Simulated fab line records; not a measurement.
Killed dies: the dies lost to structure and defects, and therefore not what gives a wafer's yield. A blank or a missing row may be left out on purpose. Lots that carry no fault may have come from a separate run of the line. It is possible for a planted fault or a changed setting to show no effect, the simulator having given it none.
A struck lot beside a sound one -- flow nand_harc -- 17 steps out of a route of 1159
Sound: the wafers L804.3, L804.4, L804.5. Wafers struck: L812.1, L812.2, L812.3. Last of all comes the cause.
Order at every step that has rows: each side's tool, ch and its chambers, its first start. Under that, the readings that differ: sound wafers -- struck wafers -- difference of the means -- sigmas: that difference in standard deviations of wafers without a fault.
alike: same words and numbers on both sides, and readings whose means sit less than 2 such deviations apart. not compared: any withheld reading, any reading some wafer has no value for, any bound like >300 that may hide the same value, and any number with overlapping values for which the record gives no deviation.
A row with sigmas, a row that says differs or no value, or rows on one side alone: a step with any of these is where the two part. Numbers that have no deviation but don't overlap get no sigmas and don't part them. A reading that every wafer of one side lacks parts them only if that side has two wafers or more.

NHARC_A_M1_INSPECT_11:
  sound on defect_inspect-02 at day 20 07:04; struck on defect_inspect-01 at day 21 20:51
  alike: raw_defect_count
then, 2 steps without rows for these wafers: NHARC_A_M1_DESCUM_14 (chemistry O2, time 3 s); NHARC_A_M1_ETCH_35 (etches the open film in N2/H2, target depth 40 nm, overetch 12 nm, time 43.94 s).
NHARC_A_M1_ETCH_15: etches the open film in C4F8/Ar, target depth 182.5 nm, time 91.2 s.
  sound: rie_diel-06 ch 0,1; struck: rie_diel-06 ch 0,2,3
reading,sound,struck,difference,sigmas
oes_product_au (a.u.),0.983 0.979 0.972,0.925 0.928 0.918,-0.054,-2
  alike: rf_vpp_V
  not compared: rf_hours_counter_h
NHARC_A_M1_CD_MEAS_16:
  sound on cd_sem-03 at day 20 07:28; struck on cd_sem-02 at day 21 21:13
  alike: cd_nm
NHARC_A_M1_STRIP_18: strips in N2/H2.
  sound on rie_diel-08 ch 0,1,2, day 20 07:33; struck on rie_diel-02 ch 1,2,3, day 21 21:19
  alike: drypump_motor_current_A, mfc_ar_sccm, oes_product_au, rf_vpp_V, showerhead_plenum_p_Torr, throttle_valve_pct
  not compared: rf_hours_counter_h
NHARC_A_M1_ETCH_28: etches the open film in CF4/N2, target depth 30 nm, time 72.99 s.
  sound: rie_diel-08 ch 0,1; struck: rie_diel-02 ch 1,2,3
  alike: drypump_motor_current_A, mfc_ar_sccm, oes_product_au, rf_vpp_V, showerhead_plenum_p_Torr, throttle_valve_pct
  not compared: rf_hours_counter_h
then, 2 steps without rows for these wafers: NHARC_A_M1_STRIP_19 (strips in post etch residue remover, time 600 s); NHARC_A_M1_DEGAS_29 (time 60 s).
NHARC_A_M1_PRE_CLEAN_30: time 30 s.
  sound on pvd_sputter-02; struck on pvd_sputter-02
  alike: heater_power_w
then, 1 step without rows for these wafers: NHARC_A_M1_PVD_20 (deposits TaN, target thk 5 nm, time 8.06 s).
NHARC_A_M1_PVD_21: deposits Cu, target thk 30 nm, time 20.49 s.
  sound on pvd_sputter-02; struck on pvd_sputter-02
  alike: throttle_valve_pct
NHARC_A_M1_ECD_22: material Cu, target thk 400 nm.
  sound on ecd_cu-01 ch 0,1, day 20 08:39; struck on ecd_cu-01 ch 0,1, day 21 22:23
  no value came back on the struck wafers for bath_heat_duty_pct (%), bath_temp_c (C); on the sound wafers bath_heat_duty_pct (%) reads 7.0 4.9 5.5
then, 1 step without rows for these wafers: NHARC_A_M1_ANNEAL_31 (time 90 s).
NHARC_A_M1_CMP_23: polishes, t overpolish 20 s, target thk 154.34 nm.
  sound on cmp-02 ch 1,3, day 20 09:16; struck on cmp-01 ch 1,2,3, day 21 23:06
reading,sound,struck,difference,sigmas
time_to_endpoint_s (s),26 23 23,3 1 8,-20,-6
  alike: motor_current_A, retaining_ring_pressure_frac, slurry_filter_dp_kPa
NHARC_A_M1_THK_MEAS_24: measures by xrf.
  sound on film_metro-01 at day 20 09:35; struck on film_metro-02 at day 21 23:35
reading,sound,struck,difference,sigmas
thk_nm (nm),156.3 153.7 154.7,29.4 28.5 29.9,-125.6,-84
  not compared: hold
NHARC_END_SORT_01:
  the record has rows for the sound wafers here (prober-01 ch 0, day 22 03:43) and none for the struck ones

WHERE THEY PART
Earliest at NHARC_A_M1_ETCH_15; latest, in this record, at NHARC_END_SORT_01.

WHY: the cause the simulator had injected
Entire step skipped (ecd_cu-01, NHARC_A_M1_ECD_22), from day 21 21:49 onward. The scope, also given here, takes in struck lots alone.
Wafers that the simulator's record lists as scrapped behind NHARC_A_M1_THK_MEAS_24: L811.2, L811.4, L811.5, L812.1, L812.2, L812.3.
